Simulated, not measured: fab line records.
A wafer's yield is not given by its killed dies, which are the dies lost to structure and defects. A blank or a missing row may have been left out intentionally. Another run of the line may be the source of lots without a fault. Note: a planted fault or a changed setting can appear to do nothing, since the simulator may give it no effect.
fab line records | flow n5Finfet
[record] lots = 10 wafers = 30 lastDay = 17
route steps=1938 shown BEOL_M2@918 BEOL_M3@933 BEOL_M4@1111 PASSIVATION@1936
lots that met no fault: from a run of the same line without faults
startH: hours from the record's first day to the start of the lot's first wafer shown | waitH: time in hours since the lot's previous step | " as in the row above | L1.1+2: several wafers, shown together as one row | - no value, or no start was given | * or withheld: withheld | < > ~ a bound
route shown NAME@n: a module of which the file shows steps, and the number in the route of the first | usual: mean/standard deviation of fault-free wafers | same: alike in all rows | chamber/n: place in a boat | sites: the reading at each site | _std_site: standard deviation of those values | _edge_site: the outer-site mean with the inner-site mean subtracted | radiusMm: how far each site lies from the wafer's centre | mask NAME#n: copy n | behind: tool/chamber where the wafer was last shaped | hold: why the lot was held/for how many hours/how that ended | device: names the non-switching transistor (n, p or np) | end of line: the same wafers' tests at the end of the route | a step given without rows: its recipe and nothing more | killed: at the first sort, the dies lost to defects and structure; wafer yield is something else | map: dies across one wafer; x = killed, . = not, _ = none there
set.NAME: the setting that was run; set.NAME@STEP: the one run at that earlier step | model.NAME: the simulator's own value behind a step, which no gauge read
a sample of lots followed through the steps of the route, with each step as a table and each wafer as a row
services: a tool's chamber out of use, with start hour (startH, from the record's first day; less than 0 if before it), hours out, and reason
[[steps]]
[step N5_BEOL_M2_SPUTTER_94]
[recipe] material = Cu targetThkA = 45 tempC = -20 chamberPressurePa = 0.07 powerW = withheld timeS = 8.29
[usual] susceptorTempC = -20.01/0.11 throttleValvePct = 29.5/1
// columns lot.wafer tool chamber startH waitH susceptorTempC throttleValvePct
L843.1 pvdSputter-01 - 140.54 0.1 -19.89 31.6
L843.5 " - " " -19.92 29.6
L843.6 " - " " -20.17 28.8
L845.4 pvdSputter-01 - 156.04 0.1 -20.01 28.1
L845.5 " - " " -19.98 28.0
L845.6 " - " " -20.16 28.8
L846.1 pvdSputter-03 - 157.79 0.1 -19.98 29.4
L846.2 " - " " -20.00 30.5
L846.6 " - " " -19.96 29.2
L847.1 pvdSputter-01 - 158.70 0.1 -20.16 28.8
L847.4 " - " " -20.07 28.2
L847.6 " - " " -20.04 29.0
L848.4 pvdSputter-01 - 174.01 0.1 -20.03 29.6
L848.5 " - " " -19.97 28.8
L848.6 " - " " -19.96 28.0
L849.1 pvdSputter-01 - 181.38 0.1 -20.05 29.3
L849.3 " - " " -20.14 29.0
L849.4 " - " " -20.00 28.0
L851.2 pvdSputter-03 - 185.11 0.1 -20.08 29.3
L851.3 " - " " -20.02 29.2
L851.6 " - " " -19.99 29.0
L861.1 pvdSputter-02 - 249.38 0.1 -19.84 29.1
L861.3 " - " " -19.92 29.2
L861.6 " - " " -19.86 28.8
L863.1 pvdSputter-03 - 257.79 0.1 -19.96 29.3
L863.2 " - " " -20.11 29.5
L863.3 " - " " -19.88 29.1
L866.3 pvdSputter-03 - 277.09 0.1 -19.99 29.4
L866.4 " - " " -19.84 30.1
L866.6 " - " " -19.86 29.7
[step N5_BEOL_M2_CO_CAP_55]
[recipe] material = Co targetThkA = 20 tempC = 200 precursor = CCTBA/H2 pressureTorr = 30 timeS = 102.1
[usual] heaterPowerW = 230/16 susceptorTempC = 200.02/0.15
// columns lot.wafer tool chamber startH waitH heaterPowerW susceptorTempC
L843.1 cvdCo-01 0 141.62 0.0 237 199.96
L843.5 " 0 " " 238 199.96
L843.6 " 1 " " 228 200.00
L845.4 cvdCo-02 1 157.20 0.0 230 200.06
L845.5 " 0 " " 208 199.90
L845.6 " 2 " " 203 199.80
L846.1 cvdCo-01 0 158.88 0.0 243 199.99
L846.2 " 2 " " 250 200.02
L846.6 " 2 " " 252 200.42
L847.1 cvdCo-01 2 159.78 0.0 246 199.84
L847.4 " 0 " " 239 200.07
L847.6 " 1 " " 229 199.96
L848.4 cvdCo-01 2 175.30 0.0 245 199.95
L848.5 " 1 " " 226 199.93
L848.6 " 0 " " 241 200.28
L849.1 cvdCo-01 2 182.46 0.0 242 199.87
L849.3 " 0 " " 235 200.15
L849.4 " 1 " " 229 200.13
L851.2 cvdCo-02 2 186.20 0.0 201 199.88
L851.3 " 1 " " 226 199.71
L851.6 " 0 " " 206 200.00
L861.1 cvdCo-01 0 250.46 0.0 240 200.08
L861.3 " 1 " " 228 200.10
L861.6 " 0 " " 239 200.10
L863.1 cvdCo-01 2 258.89 0.0 247 199.93
L863.2 " 1 " " 228 200.09
L863.3 " 0 " " 249 200.19
L866.3 cvdCo-01 2 278.45 0.0 241 200.26
L866.4 " 1 " " 234 199.77
L866.6 " 0 " " 240 199.94
[step N5_BEOL_M3_PECVD_72]
[recipe] material = SiO2 targetThkA = 160 tempC = 400 precursor = TEOS/O2 pressureTorr = 5.5 rfW = 450 teosFlowSccm = 53.8 gas = O2 flowSccm = 3000 timeS = 18
[usual] heaterPowerW = 720/70 showerheadPlenumPTorr = 8.81/0.067 susceptorTempC = 399.99/0.23 throttleValvePct = 22.2/0.95
// columns lot.wafer tool chamber startH waitH heaterPowerW showerheadPlenumPTorr susceptorTempC throttleValvePct
L843.1 pecvd-01 2 141.99 0.0 765 8.89 400.09 21.6
L843.5 " 2 " " 759 8.93 400.16 21.9
L843.6 " 1 " " 611 8.82 400.09 22.2
L845.4 pecvd-01 2 157.53 0.1 807 8.91 399.95 21.7
L845.5 " 1 " " 638 8.83 400.34 22.1
L845.6 " 0 " " 679 8.76 400.27 23.3
L846.1 pecvd-01 2 159.25 0.0 766 8.90 399.96 21.7
L846.2 " 1 " " 621 8.82 400.06 22.3
L846.6 " 0 " " 683 8.75 399.97 23.4
L847.1 pecvd-01 2 160.18 0.0 789 8.88 400.24 21.9
L847.4 " 1 " " 715 8.82 399.76 22.3
L847.6 " 0 " " 732 8.75 400.16 22.8
L848.4 pecvd-01 1 175.63 0.1 670 8.83 399.75 22.2
L848.5 " 0 " " 678 8.74 400.01 23.4
L848.6 " 2 " " 803 8.93 399.82 21.8
L849.1 pecvd-01 0 182.81 0.0 703 8.74 399.96 23.4
L849.3 " 2 " " 728 8.90 400.07 21.9
L849.4 " 2 " " 738 8.88 400.09 22.1
L851.2 pecvd-04 2 186.55 0.0 733 8.86 400.01 22.6
L851.3 " 0 " " 509 8.81 400.61 22.8
L851.6 " 0 " " 518 8.79 400.25 23.1
L861.1 pecvd-01 2 250.81 0.0 735 8.88 399.91 20.7
L861.3 " 1 " " 689 8.82 400.48 22.2
L861.6 " 1 " " 681 8.83 400.02 22.1
L863.1 pecvd-02 1 259.24 0.0 720 8.74 400.07 21.8
L863.2 " 0 " " 814 8.90 399.51 22.6
L863.3 " 2 " " 702 8.75 400.04 20.6
L866.3 pecvd-02 1 278.82 0.0 743 8.76 400.08 21.8
L866.4 " 1 " " 748 8.76 399.80 21.5
L866.6 " 0 " " 867 8.91 400.16 22.7
[step N5_BEOL_M3_COAT_62]
[recipe] resist = SiARC tempC = 220 timeS = 60 spinRpm = 1500 resistThkNm = 12
[usual] resistLineTempC = 22.98/0.1 spinSpeedRpm = 1500.4/0.88
// columns lot.wafer tool chamber startH waitH resistLineTempC spinSpeedRpm
L843.1 lithoTrack-01 0 144.32 - 22.88 1501.1
L843.5 " 0 " " 22.81 1500.9
L843.6 " 0 " " 23.01 1501.0
L845.4 lithoTrack-02 0 159.13 - 22.96 1499.5
L845.5 " 0 " " 22.78 1500.8
L845.6 " 0 " " 22.91 1500.0
L846.1 lithoTrack-01 0 160.26 - 22.91 1499.6
L846.2 " 0 " " 22.81 1500.2
L846.6 " 0 " " 22.84 1499.7
L847.1 lithoTrack-02 0 160.75 - 22.93 1500.1
L847.4 " 0 " " 23.03 1501.8
L847.6 " 0 " " 22.89 1500.8
L848.4 lithoTrack-02 0 178.27 - 22.98 1500.3
L848.5 " 0 " " 23.01 1499.4
L848.6 " 0 " " 23.14 1500.3
L849.1 lithoTrack-02 0 185.26 - 22.91 1466.7
L849.3 " 0 " " 22.92 1467.0
L849.4 " 0 " " 22.98 1466.8
L851.2 lithoTrack-02 0 188.72 - 22.94 1468.0
L851.3 " 0 " " 22.95 1468.1
L851.6 " 0 " " 22.89 1466.8
L861.1 lithoTrack-01 0 254.08 - 22.89 1501.2
L861.3 " 0 " " 23.11 1499.8
L861.6 " 0 " " 23.03 1501.0
L863.1 lithoTrack-02 0 259.84 - 23.03 1500.4
L863.2 " 0 " " 22.94 1498.0
L863.3 " 0 " " 23.04 1500.0
L866.3 lithoTrack-02 0 281.48 - 22.93 1500.4
L866.4 " 0 " " 22.79 1499.8
L866.6 " 0 " " 22.84 1500.7
[step N5_BEOL_M4_RC_MEAS_101]
[usual] DIBL_N = 36.4/1.5 DIBL_P = 36.4/1.6 IOFF_N = 0.164/0.025 IOFF_P = 0.214/0.028 ION_N = 675/9.9 ION_P = 463/6.5 SS_N = 71.5/0.5 SS_P = 73.3/0.56 VT_N = 249.2/2.7 VT_P = -250.1/2.8
// columns lot.wafer tool chamber startH waitH DIBL_N[mV/V] DIBL_P[mV/V] IOFF_N[nA/um] IOFF_P[nA/um] ION_N[uA/um] ION_P[uA/um] SS_N[mV/dec] SS_P[mV/dec] VT_N[mV] VT_P[mV]
L843.1 prober-02 0 164.19 0.0 36.5 35.4 0.134 0.171 664 453 71.2 73.7 250.4 -256.0
L843.5 " 0 " " 37.0 36.7 0.155 0.186 688 458 70.7 73.7 248.1 -253.7
L843.6 " 0 " " 37.2 36.3 0.149 0.185 660 451 70.8 73.2 251.0 -256.5
L845.4 prober-02 0 180.43 0.5 35.8 37.5 0.165 0.224 677 471 71.8 73.8 249.6 -249.5
L845.5 " 0 " " 36.0 37.2 0.168 0.219 682 467 71.8 73.6 247.4 -249.8
L845.6 " 0 " " 35.8 36.9 0.166 0.208 687 467 70.9 73.2 248.3 -250.5
L846.1 prober-01 0 183.12 0.0 36.4 36.9 0.153 0.173 671 455 71.8 73.3 248.6 -253.4
L846.2 " 0 " " 34.1 34.1 0.111 0.145 657 440 70.8 72.7 256.2 -257.7
L846.6 " 0 " " 35.7 35.4 0.134 0.160 656 447 71.7 73.6 252.8 -254.4
L847.1 prober-01 0 189.48 0.0 35.8 35.7 0.163 0.214 678 462 70.9 73.4 250.3 -252.0
L847.4 " 0 " " 35.2 34.7 0.154 0.195 676 460 71.1 73.3 250.3 -250.5
L847.6 " 0 " " 34.1 34.3 0.136 0.186 664 460 70.7 72.3 253.4 -251.6
L848.4 prober-01 0 195.83 0.5 36.7 33.8 0.152 0.187 670 459 71.3 72.3 250.7 -252.1
L848.5 " 0 " " 38.0 35.8 0.176 0.214 691 470 71.4 74.1 247.4 -250.6
L848.6 " 0 " " 37.8 35.7 0.173 0.210 678 457 72.0 73.6 246.8 -251.4
L849.1 prober-01 0 204.93 0.0 37.0 38.9 0.179 0.242 677 462 72.6 72.9 247.9 -251.3
L849.3 " 0 " " 37.1 39.1 0.171 0.249 676 464 72.4 73.9 250.5 -248.7
L849.4 " 0 " " 35.8 37.2 0.159 0.212 677 466 71.5 73.1 251.4 -248.6
L851.2 prober-01 0 213.79 0.2 35.3 38.5 0.150 0.253 665 468 71.6 73.5 251.1 -244.9
L851.3 " 0 " " 35.9 37.9 0.158 0.246 671 469 71.8 74.0 251.9 -246.6
L851.6 " 0 " " 35.8 37.8 0.153 0.246 669 462 71.8 73.8 252.0 -245.0
L861.1 prober-02 0 276.77 0.0 36.6 36.1 0.169 0.222 680 464 72.2 74.0 246.4 -247.6
L861.3 " 0 " " 37.7 37.9 0.189 0.250 681 469 71.9 73.8 244.4 -248.1
L861.6 " 0 " " 36.6 36.4 0.160 0.222 669 469 72.1 74.0 248.8 -249.1
L863.1 prober-01 0 288.38 0.0 37.0 37.4 0.161 0.218 674 463 71.5 73.1 247.9 -252.6
L863.2 " 0 " " 36.1 36.9 0.150 0.207 677 464 72.0 72.8 247.4 -249.7
L863.3 " 0 " " 36.7 37.4 0.152 0.208 669 464 71.9 73.1 248.8 -250.3
L866.3 prober-02 0 303.39 0.3 37.4 37.1 0.184 0.225 675 464 71.4 73.8 246.9 -250.5
L866.4 " 0 " " 36.6 36.1 0.164 0.212 674 457 71.6 73.7 251.0 -251.4
L866.6 " 0 " " 37.8 36.8 0.174 0.218 678 459 71.2 74.1 249.6 -249.9
[step N5_PASSIVATION_PROBE_49]
[usual] defectLimitedYield = 91.1/1.4 killed_at_M0_to_M3 = 35/8.7 killed_at_M4_up = 14/5.3 killedAtContacts = 12/6.2 killedAtFrontEnd = 41/12 killedAtOther = 3.4/2.6 killedDies = 105/16 killedOpen = 67/13 killedShort = 36/7.3 sort_bin_5_function = 5.2/0.96 sort_bin_6_memory = 3.3/0.6 sortNPass = 1075/16 sortYieldPct = 91.1/1.4
[same] grossDies = 1180 killedAtBackSide = 0 sort_bin_4_leakage[%] = 0 sort_bin_8_speed[%] = 0
// columns lot.wafer tool chamber startH waitH defectLimitedYield[%] killed_at_M0_to_M3 killed_at_M4_up killedAtContacts killedAtFrontEnd killedAtOther killedDies killedOpen killedShort sort_bin_5_function[%] sort_bin_6_memory[%] sortNPass sortYieldPct[%]
L843.1 prober-01 - 267.32 0.0 91.7 38 11 13 33 3 98 73 23 5.3 2.8 1082 91.7
L843.5 prober-01 - 267.52 0.2 91.4 30 17 16 36 2 101 63 36 4.8 3.7 1079 91.4
L843.6 prober-01 - 267.57 0.3 93.6 27 5 18 20 6 76 50 24 3.4 2.7 1104 93.6
L846.1 prober-02 - 278.98 0.0 90.3 36 11 22 41 5 115 70 41 6.4 3.0 1065 90.3
L846.2 prober-02 - 279.03 0.1 90.3 33 7 21 49 5 115 87 27 5.6 4.1 1065 90.3
L846.6 prober-02 - 279.23 0.3 92.1 19 10 19 45 0 93 58 34 4.4 3.3 1087 92.1
L847.1 prober-02 - 281.32 0.0 90.1 41 5 17 49 5 117 74 41 6.1 3.6 1063 90.1
L847.4 prober-02 - 281.47 0.2 89.2 47 9 11 55 5 127 70 54 6.4 3.7 1053 89.2
L847.6 prober-02 - 281.57 0.3 90.8 43 14 5 44 3 109 63 44 4.9 4.0 1071 90.8
L845.4 prober-01 - 284.08 0.2 91.7 24 17 11 45 1 98 62 35 4.4 3.5 1082 91.7
L845.5 prober-01 - 284.13 0.2 92.3 39 15 6 30 1 91 57 33 3.9 3.6 1089 92.3
L845.6 prober-01 - 284.18 0.3 93.5 29 15 4 25 4 77 45 31 4.0 2.5 1103 93.5
L848.4 prober-01 - 290.67 0.4 90.7 45 16 9 39 1 110 78 32 5.9 3.1 1070 90.7
L848.5 prober-01 - 290.72 0.4 90.7 41 10 7 52 0 110 66 41 5.7 3.1 1070 90.7
L848.6 prober-01 - 290.77 0.5 88.5 47 6 10 68 5 136 92 42 6.8 4.3 1044 88.5
L849.1 prober-01 - 305.14 0.0 88.5 46 11 5 69 5 136 83 52 7.5 3.6 1044 88.5
L849.3 prober-01 - 305.24 0.1 91.2 42 8 6 47 1 104 69 35 5.6 3.0 1076 91.2
L849.4 prober-01 - 305.29 0.2 90.0 32 12 8 66 0 118 67 46 6.3 3.1 1062 90.0
L851.2 prober-01 - 318.68 0.1 92.1 23 15 12 39 4 93 60 30 4.7 3.0 1087 92.1
L851.3 prober-01 - 318.73 0.1 92.9 25 12 9 35 3 84 48 32 3.4 3.5 1096 92.9
L851.6 prober-01 - 318.88 0.3 93.1 27 15 9 29 1 81 49 32 3.7 3.1 1099 93.1
L861.1 prober-02 - 385.48 0.0 90.8 41 17 10 37 3 108 67 40 4.6 4.3 1072 90.8
L861.3 prober-02 - 385.58 0.1 90.8 30 14 16 41 8 109 63 42 5.5 3.1 1071 90.8
L861.6 prober-02 - 385.73 0.3 93.1 18 14 8 33 8 81 54 25 3.9 2.3 1099 93.1
L863.1 prober-01 - 398.14 0.0 90.5 33 23 20 32 4 112 72 40 5.3 3.9 1068 90.5
L863.2 prober-01 - 398.19 0.1 88.1 54 15 15 53 3 140 99 41 6.9 4.5 1040 88.1
L863.3 prober-01 - 398.24 0.1 91.5 37 16 19 25 3 100 69 30 5.4 3.0 1080 91.5
L866.3 prober-01 - 410.74 0.1 89.9 32 15 26 46 0 119 80 38 5.3 4.4 1061 89.9
L866.4 prober-01 - 410.79 0.2 90.9 45 9 25 27 1 107 70 36 5.7 3.3 1073 90.9
L866.6 prober-01 - 410.89 0.3 92.0 21 16 23 33 1 94 56 36 4.6 3.2 1086 92.0
// killed by level:class
L843.1 BEOL_M2:geometricParticle:open=14 MOL_CONTACT_COAG:geometricParticle:open=11 DUMMY_GATE:geometricParticle:open=7 BEOL_M0_SAQP:geometricParticle:short=6 FIN_SAQP:geometricParticle:short=5 STI_FIN_REVEAL:geometricParticle:open=5 BEOL_M0_SAQP:geometricParticle:open=5 BEOL_M4:geometricParticle:open=5
L843.5 MOL_CONTACT_COAG:geometricParticle:open=11 BEOL_M2:geometricParticle:open=10 BEOL_M4:geometricParticle:open=8 SPACER0:geometricParticle:short=6 FIN_SAQP:geometricParticle:short=5 STI_FIN_REVEAL:geometricParticle:open=5 MOL_CONTACT_COAG:geometricParticle:short=5 FIN_SAQP:geometricParticle:open=4
L843.6 MOL_CONTACT_COAG:geometricParticle:open=18 BEOL_M0_SAQP:geometricParticle:short=6 BEOL_M2:geometricParticle:open=6 FIN_SAQP:geometricParticle:open=4 BEOL_M2:geometricParticle:short=4 MIM_BOT:geometricParticle:short=4 SPACER0:geometricParticle:short=3 BEOL_M0:geometricParticle:open=3
L846.1 MOL_CONTACT_COAG:geometricParticle:open=16 BEOL_M2:geometricParticle:open=10 STI_FIN_REVEAL:geometricParticle:open=9 BEOL_M0_SAQP:geometricParticle:open=9 FIN_SAQP:geometricParticle:open=7 MOL_CONTACT_COAG:geometricParticle:short=6 FIN_SAQP:geometricParticle:short=5 BEOL_M0_SAQP:geometricParticle:short=4
L846.2 STI_FIN_REVEAL:geometricParticle:open=17 MOL_CONTACT_COAG:geometricParticle:open=17 BEOL_M0_SAQP:geometricParticle:short=9 BEOL_M2:geometricParticle:open=8 DUMMY_GATE:geometricParticle:open=7 BEOL_M0_SAQP:geometricParticle:open=7 STI_FIN_REVEAL:geometricParticle:short=6 STARTING-WAFER:geometricParticle:open=5
L846.6 MOL_CONTACT_COAG:geometricParticle:open=15 STI_FIN_REVEAL:geometricParticle:open=11 FIN_SAQP:geometricParticle:short=8 STARTING-WAFER:geometricParticle:short=7 FIN_SAQP:geometricParticle:open=6 BEOL_M2:geometricParticle:open=6 BEOL_M0_SAQP:geometricParticle:open=5 GATE_CUT:geometricParticle:short=4
L847.1 BEOL_M0_SAQP:geometricParticle:short=16 MOL_CONTACT_COAG:geometricParticle:open=14 FIN_SAQP:geometricParticle:open=12 BEOL_M1:geometricParticle:open=7 GATE_CUT:geometricParticle:open=6 GATE_CUT:geometricParticle:short=6 FIN_SAQP:geometricParticle:short=5 BEOL_M2:geometricParticle:open=5
L847.4 FIN_SAQP:geometricParticle:short=19 FIN_SAQP:geometricParticle:open=15 BEOL_M0_SAQP:geometricParticle:short=15 BEOL_M0_SAQP:geometricParticle:open=9 MOL_CONTACT_COAG:geometricParticle:open=9 BEOL_M1:geometricParticle:open=7 BEOL_M3:geometricParticle:open=5 STI_FIN_REVEAL:geometricParticle:open=4
L847.6 FIN_SAQP:geometricParticle:short=17 BEOL_M0_SAQP:geometricParticle:open=11 BEOL_M0_SAQP:geometricParticle:short=11 BEOL_M1:geometricParticle:open=9 FIN_SAQP:geometricParticle:open=7 STI_FIN_REVEAL:geometricParticle:open=6 BEOL_M2:geometricParticle:open=6 BEOL_M4:geometricParticle:open=5
L845.4 STI_FIN_REVEAL:geometricParticle:open=14 BEOL_M0_SAQP:geometricParticle:short=9 FIN_SAQP:geometricParticle:open=8 MOL_CONTACT_COAG:geometricParticle:open=8 BEOL_M4:geometricParticle:open=7 GATE_CUT:geometricParticle:short=7 GATE_CUT:geometricParticle:open=5 BEOL_M0:geometricParticle:open=5
L845.5 BEOL_M0_SAQP:geometricParticle:open=17 BEOL_M0_SAQP:geometricParticle:short=11 DUMMY_GATE:geometricParticle:open=6 DUMMY_GATE:geometricParticle:short=6 MOL_CONTACT_COAG:geometricParticle:open=6 FIN_SAQP:geometricParticle:short=5 BEOL_M5:geometricParticle:open=5 FIN_SAQP:geometricParticle:open=3
L845.6 BEOL_M0_SAQP:geometricParticle:short=9 BEOL_M1:geometricParticle:open=8 STI_FIN_REVEAL:geometricParticle:open=6 BEOL_M5:geometricParticle:open=6 FIN_SAQP:geometricParticle:short=4 BEOL_M0_SAQP:geometricParticle:open=4 FIN_SAQP:geometricParticle:open=3 STI_FIN_REVEAL:geometricParticle:short=3
L848.4 BEOL_M1:geometricParticle:open=14 FIN_SAQP:geometricParticle:open=11 BEOL_M2:geometricParticle:open=10 FIN_SAQP:geometricParticle:short=9 BEOL_M3:geometricParticle:open=8 MOL_CONTACT_COAG:geometricParticle:open=7 GATE_CUT:geometricParticle:short=5 BEOL_M5:geometricParticle:open=5
L848.5 FIN_SAQP:geometricParticle:open=19 FIN_SAQP:geometricParticle:short=14 BEOL_M0_SAQP:geometricParticle:open=8 GATE_CUT:geometricParticle:short=6 MOL_CONTACT_COAG:geometricParticle:open=6 BEOL_M0_SAQP:geometricParticle:short=6 BEOL_M1:geometricParticle:open=6 BEOL_M2:geometricParticle:open=5
L848.6 FIN_SAQP:geometricParticle:open=23 BEOL_M0_SAQP:geometricParticle:open=20 FIN_SAQP:geometricParticle:short=17 STI_FIN_REVEAL:geometricParticle:open=15 BEOL_M0_SAQP:geometricParticle:short=11 BEOL_M3:geometricParticle:open=8 BEOL_M1:geometricParticle:open=7 MOL_CONTACT_COAG:geometricParticle:short=5
L849.1 FIN_SAQP:geometricParticle:open=20 FIN_SAQP:geometricParticle:short=15 BEOL_M1:geometricParticle:open=12 BEOL_M0_SAQP:geometricParticle:short=11 BEOL_M0_SAQP:geometricParticle:open=8 STI_FIN_REVEAL:geometricParticle:open=6 DUMMY_GATE:geometricParticle:open=6 BEOL_M1:geometricParticle:short=5
L849.3 FIN_SAQP:geometricParticle:open=14 BEOL_M0_SAQP:geometricParticle:open=10 STI_FIN_REVEAL:geometricParticle:open=9 BEOL_M0_SAQP:geometricParticle:short=9 BEOL_M1:geometricParticle:open=8 BEOL_M1:geometricParticle:short=6 FIN_SAQP:geometricParticle:short=5 BEOL_M2:geometricParticle:open=5
L849.4 FIN_SAQP:geometricParticle:open=17 BEOL_M0_SAQP:geometricParticle:open=15 FIN_SAQP:geometricParticle:short=14 GATE_CUT:geometricParticle:short=11 BEOL_M0_SAQP:geometricParticle:short=8 STI_FIN_REVEAL:geometricParticle:open=6 GATE_CUT:geometricParticle:open=6 MOL_CONTACT_COAG:geometricParticle:open=6
L851.2 MOL_CONTACT_COAG:geometricParticle:open=10 BEOL_M2:geometricParticle:open=10 FIN_SAQP:geometricParticle:short=6 DUMMY_GATE:geometricParticle:open=6 BEOL_M4:geometricParticle:open=5 FIN_SAQP:geometricParticle:open=4 STI_FIN_REVEAL:geometricParticle:open=4 STARTING-WAFER:geometricParticle:open=4
L851.3 FIN_SAQP:geometricParticle:short=8 FIN_SAQP:geometricParticle:open=8 MOL_CONTACT_COAG:geometricParticle:open=8 BEOL_M3:geometricParticle:short=6 STI_FIN_REVEAL:geometricParticle:open=5 BEOL_M0_SAQP:geometricParticle:open=5 BEOL_M2:geometricParticle:open=5 DUMMY_GATE:geometricParticle:open=4
L851.6 BEOL_M1:geometricParticle:open=10 FIN_SAQP:geometricParticle:open=8 FIN_SAQP:geometricParticle:short=7 MOL_CONTACT_COAG:geometricParticle:open=7 BEOL_M4:geometricParticle:open=6 BEOL_M0_SAQP:geometricParticle:short=4 STI_FIN_REVEAL:geometricParticle:open=3 GATE_CUT:geometricParticle:short=3
L861.1 BEOL_M0_SAQP:geometricParticle:open=11 BEOL_M0_SAQP:geometricParticle:short=9 STI_FIN_REVEAL:geometricParticle:open=8 FIN_SAQP:geometricParticle:short=7 MOL_CONTACT_COAG:geometricParticle:open=7 BEOL_M2:geometricParticle:open=7 FIN_SAQP:geometricParticle:open=5 STARTING-WAFER:geometricParticle:open=5
L861.3 MOL_CONTACT_COAG:geometricParticle:open=11 BEOL_M0_SAQP:geometricParticle:short=10 FIN_SAQP:geometricParticle:short=8 STI_FIN_REVEAL:geometricParticle:open=7 FIN_SAQP:geometricParticle:open=6 BEOL_M1:geometricParticle:open=6 GATE_CUT:geometricParticle:short=5 MOL_CONTACT_COAG:geometricParticle:short=5
L861.6 FIN_SAQP:geometricParticle:open=11 MOL_CONTACT_COAG:geometricParticle:open=6 BEOL_M0_SAQP:geometricParticle:open=5 BEOL_M4:geometricParticle:open=5 FIN_SAQP:geometricParticle:short=4 BEOL_M5:geometricParticle:open=4 GATE_CUT:geometricParticle:open=4 GATE_CUT:geometricParticle:short=4
L863.1 MOL_CONTACT_COAG:geometricParticle:open=17 BEOL_M4:geometricParticle:open=17 BEOL_M0_SAQP:geometricParticle:short=11 FIN_SAQP:geometricParticle:short=6 BEOL_M0_SAQP:geometricParticle:open=6 BEOL_M3:geometricParticle:open=5 STI_FIN_REVEAL:geometricParticle:open=4 ILD0:geometricParticle:short=4
L863.2 STI_FIN_REVEAL:geometricParticle:open=20 BEOL_M0_SAQP:geometricParticle:open=17 MOL_CONTACT_COAG:geometricParticle:open=14 BEOL_M0_SAQP:geometricParticle:short=14 BEOL_M3:geometricParticle:open=11 STI_FIN_REVEAL:geometricParticle:short=7 BEOL_M2:geometricParticle:open=6 BEOL_M4:geometricParticle:open=6
L863.3 MOL_CONTACT_COAG:geometricParticle:open=14 BEOL_M0_SAQP:geometricParticle:open=11 BEOL_M0_SAQP:geometricParticle:short=10 BEOL_M3:geometricParticle:open=9 STI_FIN_REVEAL:geometricParticle:open=8 BEOL_M4:geometricParticle:open=7 FIN_SAQP:geometricParticle:open=5 BEOL_M2:geometricParticle:open=5
L866.3 MOL_CONTACT_COAG:geometricParticle:open=20 FIN_SAQP:geometricParticle:short=10 STI_FIN_REVEAL:geometricParticle:open=10 BEOL_M1:geometricParticle:open=7 FIN_SAQP:geometricParticle:open=6 GATE_CUT:geometricParticle:short=6 MOL_CONTACT_COAG:geometricParticle:short=6 BEOL_M0_SAQP:geometricParticle:open=6
L866.4 MOL_CONTACT_COAG:geometricParticle:open=18 BEOL_M0_SAQP:geometricParticle:open=10 GATE_CUT:geometricParticle:short=8 BEOL_M0_SAQP:geometricParticle:short=7 BEOL_M1:geometricParticle:open=7 BEOL_M2:geometricParticle:open=7 MOL_CONTACT_COAG:geometricParticle:short=6 BEOL_M3:geometricParticle:open=6
L866.6 MOL_CONTACT_COAG:geometricParticle:open=20 BEOL_M0_SAQP:geometricParticle:short=8 FIN_SAQP:geometricParticle:open=7 GATE_CUT:geometricParticle:short=6 FIN_SAQP:geometricParticle:short=5 BEOL_M1:geometricParticle:short=4 BEOL_M4:geometricParticle:open=4 STI_FIN_REVEAL:geometricParticle:open=3
[[services]]
// columns tool chamber startH hours kind
pecvd-02 1 130.79 14.1 repair
cvdCo-01 - 148.84 0.6 repair
pecvd-02 0 159.04 18.5 repair
pecvd-01 0 166.46 2.1 scheduledDown
pecvd-01 - 187.97 2.8 pm
pecvd-01 2 202.38 - clean
pecvd-01 2 202.38 - consumableReplace:showerhead
pecvd-01 2 202.38 29.0 scheduledDown
pecvd-01 2 202.38 29.0 ventCycle
pecvd-04 2 218.76 5.5 scheduledDown
cvdCo-02 - 240.62 0.5 repair
cvdCo-01 - 262.89 14.6 pm
pecvd-02 0 274.56 2.1 scheduledDown
[[key]]
[firstSign] step = N5_BEOL_M3_COAT_62 reading = spinSpeedRpm direction = down sigmas = 38 usual = * struck = *
effect none on later readings
metAt N5_BEOL_M3_COAT_62
struckLots L849,L851
notActingAt N5_BEOL_M2_SPUTTER_94,N5_BEOL_M2_CO_CAP_55,N5_BEOL_M3_PECVD_72
onsetBetween 178.27 185.26
[fault] kind = processParameterDrift tool = lithoTrack-02 chamber = - onsetH = 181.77 steps = N5_BEOL_M3_COAT_62 channel = spinRpm offset = * shape = step endH = 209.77 actsIn = * stated = *
